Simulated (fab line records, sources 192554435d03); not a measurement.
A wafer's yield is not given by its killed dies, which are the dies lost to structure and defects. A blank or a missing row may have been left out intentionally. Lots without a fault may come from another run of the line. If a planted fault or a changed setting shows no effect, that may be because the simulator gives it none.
Split-lot experiment + flow n5 finfet + on a route of 1938 steps: 7 lots, 21 wafers read

== THE SPLIT ==
At N5_BEOL_M0_ETCH_138 (etches SiCN in CH3F/O2, target depth 12 nm, time 31.6 s), the setting source w was moved away from the recipe's 395 W on 5 of the 21 wafers read, by -12.8% to +12.3%. This setting was run at the recipe's value on the other wafers.

The reading is taken at the split's own step.

== THE READING ==
rf vpp V, in V, at N5_BEOL_M0_ETCH_138 (etches SiCN in CH3F/O2, target depth 12 nm, time 31.6 s). Typical for fault-free wafers on this fab line: 297.3 V, with standard deviation 1.3 V.

| wafer  | tool, chamber at the split | source w as run, W | against the recipe | rf vpp V, V | against lot-mates on the recipe |
|--------|----------------------------|--------------------|--------------------|-------------|---------------------------------|
| L076.1 | rie diel-05, 1             | 395                | recipe             | 298.7       | -                               |
| L076.2 | rie diel-05, 0             | 395                | recipe             | 297.6       | -                               |
| L076.6 | rie diel-05, 0             | 395                | recipe             | 298.7       | -                               |
| L081.2 | rie diel-05, 2             | 395                | recipe             | 296.5       | -                               |
| L081.5 | rie diel-05, 0             | 395                | recipe             | 298.4       | -                               |
| L081.6 | rie diel-05, 3             | 395                | recipe             | 298.3       | -                               |
| L086.3 | rie diel-03, 1             | 361.6              | -8.5%              | 308.6       | +12.7                           |
| L086.4 | rie diel-03, 0             | 395                | recipe             | 295.7       | -                               |
| L086.5 | rie diel-03, 0             | 395                | recipe             | 296.1       | -                               |
| L089.2 | rie diel-03, 1             | 395                | recipe             | 297.1       | -                               |
| L089.3 | rie diel-03, 3             | 395                | recipe             | 297.6       | -                               |
| L089.4 | rie diel-03, 0             | 395                | recipe             | 296.8       | -                               |
| L091.3 | rie diel-05, 1             | 344.4              | -12.8%             | 311.4       | +13.3                           |
| L091.4 | rie diel-05, 2             | 344.4              | -12.8%             | 310.6       | +12.5                           |
| L091.5 | rie diel-05, 0             | 395                | recipe             | 298.1       | -                               |
| L095.2 | rie diel-02, 1             | 395                | recipe             | 299.1       | -                               |
| L095.4 | rie diel-02, 3             | 395                | recipe             | 296.1       | -                               |
| L095.6 | rie diel-02, 0             | 395                | recipe             | 294.9       | -                               |
| L097.1 | rie diel-03, 1             | 443.4              | +12.3%             | 286.2       | -11.8                           |
| L097.3 | rie diel-03, 3             | 395                | recipe             | 298.0       | -                               |
| L097.6 | rie diel-03, 1             | 443.4              | +12.3%             | 287.9       | -10.1                           |

FIT RESULTS
A straight line over all 21 wafers: rf vpp V changes by -0.991 V for each +1% of source w; r = -0.97; the points scatter about the line by 1.4 V.
The same after taking each lot's own level away (the mean of its wafers on the recipe; 21 wafers): -1 V for each +1%; r = -0.98; scatter 1.3 V.
According to that fit, moving source w by its largest amount changes the reading by 13 V.
Across the lots, their own levels run from 295.90 to 298.33 V, a range of 1.9 times the standard deviation given above.
Hence the lot-to-lot level has little effect on the slope; both slopes agree.
Check: for one of the wafers moved furthest among these (-12.8%), held out of the fit, the line's prediction against its lot-mates is +13.2 V. It came out at +13.3 V against them.
Tool readings at the split's step, against how far the setting was moved: rf vpp V r = -0.97.

== THESE WAFERS: OTHER SPLITS ==
Before the reading, these wafers also passed through other splits. Each is held against what the fit with the lots' levels taken away leaves over:
| other split on the same wafers              | wafers away from the commonest value | r with rf vpp V (lot level and that fit taken away) |
|---------------------------------------------|--------------------------------------|-----------------------------------------------------|
| N5_MOL_CONTACT_COAG_DESCUM_45 time s        | 8                                    | +0.16                                               |
| N5_BEOL_M0_SAQP_ETCH_106 target depth a     | 8                                    | +0.01                                               |
| N5_BEOL_M0_SAQP_SPACER2_ALD_26 target thk a | 5                                    | -0.22                                               |

== THE FILE'S OWN FIT ==
rf vpp V changes by -1.05 V for each +1% of source w, r = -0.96.
